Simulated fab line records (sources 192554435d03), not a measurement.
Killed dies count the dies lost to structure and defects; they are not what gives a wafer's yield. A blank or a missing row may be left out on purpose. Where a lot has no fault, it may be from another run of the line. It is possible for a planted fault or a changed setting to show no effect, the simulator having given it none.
Comparing a struck lot with a sound one -- flow n5_finfet -- 21 out of 1938 route steps
Sound: these wafers, L287.2, L287.5, L287.6. Struck: wafer L304.2 (L304.1, L304.6, from the same lot, were not struck and are left out); the cause is given at the end.
Per side, at each step with rows, come the tool, then ch with its chambers, and then its first start. Under that, the readings that differ: sound wafers -- struck wafers -- difference of the means -- sigmas: that difference in standard deviations of wafers without a fault.
alike: readings whose means differ by less than 2 such deviations, and words and numbers that are the same on both sides. not compared: withheld readings, readings that some wafer has no value for, bounds like >300 that may hide the same value, and numbers for which the record gives no deviation and whose values overlap.
A row with sigmas, a row that says differs or no value, or rows on one side alone: a step with any of these is where the two part. Numbers that don't overlap but have no deviation are shown without sigmas and don't part them. Lack of a reading on every wafer of one side parts them only where that side has two or more wafers.

first, 6 steps without rows for these wafers: N5_BEOL_M3_COAT_05 (resist thk 30 nm); N5_BEOL_M3_EBR_07; N5_BEOL_M3_SOFTBAKE_06 (time 60 s); N5_BEOL_M3_EXPOSE_08 (exposes mask M3); N5_BEOL_M3_PEB_09 (peb time 60 s); N5_BEOL_M3_DEVELOP_10 (develop time 30 s).
N5_BEOL_M3_CD_MEAS_11 targets a cd of 17.05 nm.
  sound on cd_sem-02 ch 0, day 7 06:37; struck on cd_sem-01 ch 0, day 13 03:07
  alike: cd_nm
N5_BEOL_M3_OVL_MEAS_12:
  sound on overlay-01 ch 0, day 7 06:38; struck on overlay-01 ch 0, day 13 03:09
  alike: M3_OVL
N5_BEOL_M3_INSPECT_13: inspects for defects (brightfield).
  sound: defect_inspect-02 at day 7 06:42; struck: defect_inspect-02 at day 13 03:13
  alike: raw_defect_count
N5_BEOL_M3_DESCUM_16: chemistry O2, time 7 s.
  sound on rie_diel-05 ch 1,2,3, day 7 07:51; struck on rie_diel-03 ch 1, day 13 03:15
  alike: drypump_motor_current_A, oes_product_au, rf_vpp_V, showerhead_plenum_p_Torr, throttle_valve_pct
  not compared: rf_hours_counter_h
N5_BEOL_M3_ETCH_74: etches underlayer in N2/H2, target depth 6.5 nm, time 5.2 s.
  sound on rie_diel-05 ch 1,2,3, day 7 07:53; struck on rie_diel-03 ch 1, day 13 03:17
  alike: drypump_motor_current_A, etch_rf_on_time_s, oes_product_au, rf_vpp_V, showerhead_plenum_p_Torr, throttle_valve_pct
  not compared: rf_hours_counter_h
N5_BEOL_M3_ETCH_63: etches SiARC in CF4, target depth 15.6 nm, time 26 s.
  sound on rie_diel-05 ch 1,2,3, day 7 07:54; struck on rie_diel-03 ch 1, day 13 03:18
  alike: drypump_motor_current_A, etch_rf_on_time_s, oes_product_au, rf_vpp_V, showerhead_plenum_p_Torr, throttle_valve_pct
  not compared: rf_hours_counter_h
N5_BEOL_M3_ETCH_64: etches SOC in N2/H2, target depth 75 nm, overetch 15 nm, time 112.5 s.
  sound on rie_diel-05 ch 1,2,3, day 7 07:56; struck on rie_diel-03 ch 1, day 13 03:20
reading,sound,struck,difference,sigmas
model.SiARC_of_BEOL_M3_COAT_62.thk_nm (nm),7 6.8 6.6,4.8,-2.0,
model.BEOL_M3.cd_offset_nm (nm),0.2 0.2 0.2,1.2,+1.0,
  alike: drypump_motor_current_A, oes_product_au, rf_vpp_V, showerhead_plenum_p_Torr, throttle_valve_pct
  not compared: rf_hours_counter_h
then, 2 steps without rows for these wafers: N5_BEOL_M3_STRIP_65 (strips in N2/H2); N5_BEOL_M3_STRIP_75 (strips in N2/H2).
N5_BEOL_M3_STRIP_66: strips in CF4.
  sound on rie_diel-05 ch 1,2,3, day 7 08:04; struck on rie_diel-03 ch 1, day 13 03:27
  alike: drypump_motor_current_A, oes_product_au, rf_vpp_V, showerhead_plenum_p_Torr, throttle_valve_pct
  not compared: rf_hours_counter_h
N5_BEOL_M3_HM_OPEN_17: chemistry Cl2/BCl3, target TiN, target depth 20 nm, overetch 6 nm.
  sound on rie_metal-03 ch 0,1, day 7 08:06; struck on rie_metal-03 ch 0, day 13 03:29
reading,sound,struck,difference,sigmas
oes_product_au (a.u.),0.71 0.53 0.71,0.81,+0.16,+2
model.BEOL_M3.cd_offset_nm (nm),0.2 0.2 0.2,1,+1,
  alike: drypump_motor_current_A, throttle_valve_pct
  not compared: rf_hours_counter_h
N5_BEOL_M3_STRIP_19: strips in O2.
  sound on rie_diel-05 ch 0,2,3, day 7 08:25; struck on rie_diel-06 ch 0, day 13 03:36
  alike: drypump_motor_current_A, oes_product_au, rf_vpp_V, showerhead_plenum_p_Torr, throttle_valve_pct
  not compared: rf_hours_counter_h
N5_BEOL_M3_CD_MEAS_18: pitch 36 nm, target cd 18 nm.
  sound: cd_sem-01 at day 7 08:29; struck: cd_sem-03 at day 13 03:41
reading,sound,struck,difference,sigmas
cd_nm (nm),18.2 18.4 18.2,19.4,+1.1,+3
then, 1 step without rows for these wafers: N5_BEOL_M3_COAT_67 (time 60 s, resist thk 60 nm).
N5_BEOL_M4_RC_MEAS_101:
  sound on prober-02 ch 0, day 8 07:24; struck on prober-01 ch 0, day 14 08:09
reading,sound,struck,difference,sigmas
IOFF_N (nA/um),0.16 0.13 0.16,0.22,+0.07,+2
VT_P (mV),-251 -253 -253,-244,+8,+3
  alike: DIBL_N, DIBL_P, IOFF_P, ION_N, ION_P, SS_N, SS_P, VT_N

WHERE THEY PART
Earliest at N5_BEOL_M3_HM_OPEN_17; latest, in this record, at N5_BEOL_M4_RC_MEAS_101.

WHY: the cause the simulator had injected
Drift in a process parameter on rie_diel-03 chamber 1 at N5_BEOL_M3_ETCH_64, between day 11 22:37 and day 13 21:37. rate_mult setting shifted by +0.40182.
